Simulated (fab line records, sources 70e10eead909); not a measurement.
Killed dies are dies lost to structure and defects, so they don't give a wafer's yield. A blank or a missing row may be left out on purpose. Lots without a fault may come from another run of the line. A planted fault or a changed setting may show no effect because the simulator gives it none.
Problem report in the 8D (eight disciplines) form, filled by code | flow nand_harc | the parts of the form that need people (team, actions taken, sign-off) are left out

1. THE PROBLEM
killed_at_array at NHARC_END_SORT_01 reads a mean of 674 on 6 wafers of 2 lots; wafers without a fault read 26 with a standard deviation of 11. That is +59 standard deviations from the usual mean.
First seen on wafer L740.2, day 23 11:49, on prober-01. The record holds 6 wafers of 2 lots with a number at this step. Rule for "out", or "out of limits": more than 4 standard deviations from the usual mean. The other wafers with a number count as sound.

2. WHAT IT IS AND WHAT IT IS NOT
question                    | is                           | is not
which readings at this step | killed_at_array, killed_dies | killed_at_periphery, killed_open, killed_short
which lots                  | L740, L745                   | -
which wafers of those lots  | all that have a number       | -
read on which gauges        | prober-01                    | -
when                        | from day 23 11:49            | up to then (0 sound wafers)

3. SUSPECTS, AND WHAT RULES EACH OUT
Counting: a tool at a process step up to the reading stays a suspect if it ran every lot that is out and no sound lot after the first of them.
- the gauge at NHARC_END_SORT_01: ruled out. All the wafers that are out were read on prober-01, but those of them that NHARC_A_CHANNEL_FILL_D1_ETCHBACK_20 has rows for are out there too, on other tools.
- rie_diel-13 at NHARC_A_CHANNEL_FILL_D1_ETCHBACK_20 (etches the open film in C4F8/O2/Ar, target depth 27 nm, time 13.5 s): kept. It ran every lot that is out, first L740 (day 13 20:17), and no sound lot after that. Its own readings are out on those wafers: oes_product_au.
Left after counting: rie_diel-13 at NHARC_A_CHANNEL_FILL_D1_ETCHBACK_20.

4. THE CAUSE (what the simulator had put in)
Process parameter drift: rie_diel-13, from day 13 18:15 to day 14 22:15, at NHARC_A_CHANNEL_FILL_D1_ETCHBACK_20. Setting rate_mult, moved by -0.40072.
Counting left only this tool.

5. THE CHAIN OF EFFECTS, in route order
Each row: a reading whose mean over the struck wafers that have a number lies more than 3 standard deviations from the usual. Only readings for which the record gives a usual standard deviation are gone through. hours: the time from each lot's start at the first step in this table that gives one to its start at this step, as a median over the lots. sigmas: the change in usual standard deviations.
hours | step                                | reading         | usual     | on struck wafers | change | sigmas
0     | NHARC_A_CHANNEL_FILL_D1_ETCHBACK_20 | oes_product_au  | 0.96 a.u. | 0.74             | -0.22  | -5.5
233   | NHARC_END_SORT_01                   | killed_at_array | 26        | 674              | +648   | +59
233   | NHARC_END_SORT_01                   | killed_dies     | 30        | 677              | +647   | +59
The process steps in it:
- NHARC_A_CHANNEL_FILL_D1_ETCHBACK_20: etches the open film in C4F8/O2/Ar, target depth 27 nm, time 13.5 s.

6. WHAT WOULD HAVE CAUGHT IT SOONER
In this record the first reading out of limits at a measuring or inspecting step was taken at day 23 11:49, 234 hours after the fault began at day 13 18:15.
The tool's own readings at NHARC_A_CHANNEL_FILL_D1_ETCHBACK_20 were out on every struck wafer that the step has a row for (oes_product_au): an alarm limit on them would have fired on the first of those.
All the lots that are out (2) had begun NHARC_A_CHANNEL_FILL_D1_ETCHBACK_20 on rie_diel-13 by day 23 11:49. A hold on the tool at that time would have spared none of them.
